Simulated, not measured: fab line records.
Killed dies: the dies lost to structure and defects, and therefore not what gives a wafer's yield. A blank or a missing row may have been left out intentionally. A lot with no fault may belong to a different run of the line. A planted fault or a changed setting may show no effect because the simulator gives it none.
Which tool did it?	flow nand_harc	route of 1302 steps, sampled at 1 step: 23 lots, 69 wafers

== WHAT EACH GAUGE READ, for each wafer ==
NHARC_A_CHANNEL_HOLE_D2_OVL_MEAS_11.
lot	measured	on	overlay_x_nm (nm)	overlay_y_nm (nm)
L074	day 13 08:04	overlay-01	-0.5 -0.9 -0.3	0.8 0.4 0.3
L076	day 14 01:25	overlay-02	-0.4 -0.5 -0.6	-1.0 -0.8 -0.1
L077	day 14 15:37	overlay-01	1.4 1.6 1.4	0.2 0.2 -0.4
L078	day 14 16:20	overlay-02	0.3 0.0 0.1	0.2 0.4 0.0
L080	day 15 09:08	overlay-01	-0.3 0.2 0.0	0.1 0.2 -0.4
L079	day 15 10:19	overlay-01	0.4 0.3 0.2	-0.4 -0.4 0.1
L081	day 15 20:15	overlay-02	0.1 0.1 -0.3	0.6 0.7 0.6
L082	day 16 23:17	overlay-01	-0.8 -1.6 -0.8	0.6 0.5 0.6
L083	day 17 04:16	overlay-01	-0.1 -0.1 0.0	0.5 0.4 0.2
L084	day 17 04:40	overlay-02	0.3 -0.2 -0.1	1.6 1.4 1.4
L086	day 17 10:43	overlay-02	-0.2 0.0 -0.2	-0.8 -0.2 -0.4
L085	day 17 17:47	overlay-02	1.7 1.4 1.1	0.7 0.7 0.3
L087	day 18 20:02	overlay-02	0.0 0.4 0.2	0.4 0.1 0.3
L089	day 19 09:02	overlay-02	0.2 0.4 0.7	0.2 0.2 -0.6
L088	day 19 09:53	overlay-01	-0.2 0.2 0.3	0.3 0.5 0.0
L091	day 19 12:55	overlay-02	1.3 0.9 1.1	-0.4 -0.8 -0.9
L090	day 19 13:40	overlay-02	0.8 2.3 1.8	-0.6 -1.0 -0.7
L093	day 20 18:27	overlay-01	-1.1 -0.7 -1.1	0.4 0.7 0.5
L092	day 20 18:36	overlay-01	0.6 1.4 1.2	-0.6 0.5 0.7
L094	day 21 07:52	overlay-02	0.0 0.4 0.8	0.9 0.5 0.5
L095	day 22 02:20	overlay-02	-1.1 -1.2 -1.0	0.6 1.3 0.6
L096	day 22 04:44	overlay-01	-0.8 -0.5 -0.7	0.0 0.5 0.3
L097	day 23 01:35	overlay-02	0.7 0.8 0.4	0.5 0.4 0.3

== EACH LOT AND THE TOOL THAT RAN IT (in order: tool; ch and the chambers of the sampled wafers; start) ==
The record holds no process step before these readings.

== WHAT THE TOOLS THEMSELVES READ (means of the sampled wafers that have a number; where no wafer has one, the mark that the record gives instead) ==
The record holds no such reading with a usual standard deviation.

== THE ANSWER, worked out from the rows above alone ==
Rule: the usual values come from the lots themselves. The widest of any qualifying gaps counts: lots, ordered by their means at a reading, are off when they make up no more than a third of the lots, leave a main group of 4 or more, and stand apart from it by 3 or more times the standard deviation of that group's means. A main group whose means are all the same, to the digits that the tables above print for the reading, isn't used. A lot without any number at a reading at which 4 lots or more have one is off too. Any other lot the step has rows for is counted as sound. First the gauges in route order, then the tools' own readings, where a lot's mean is used as printed above. At the first step where some lot is off, the reading lying furthest off is the one used; lots without a number count as furthest.
None of the lots is off at any reading shown; this tells nothing.

== WHAT HAD BEEN PUT IN BY THE SIMULATOR ==
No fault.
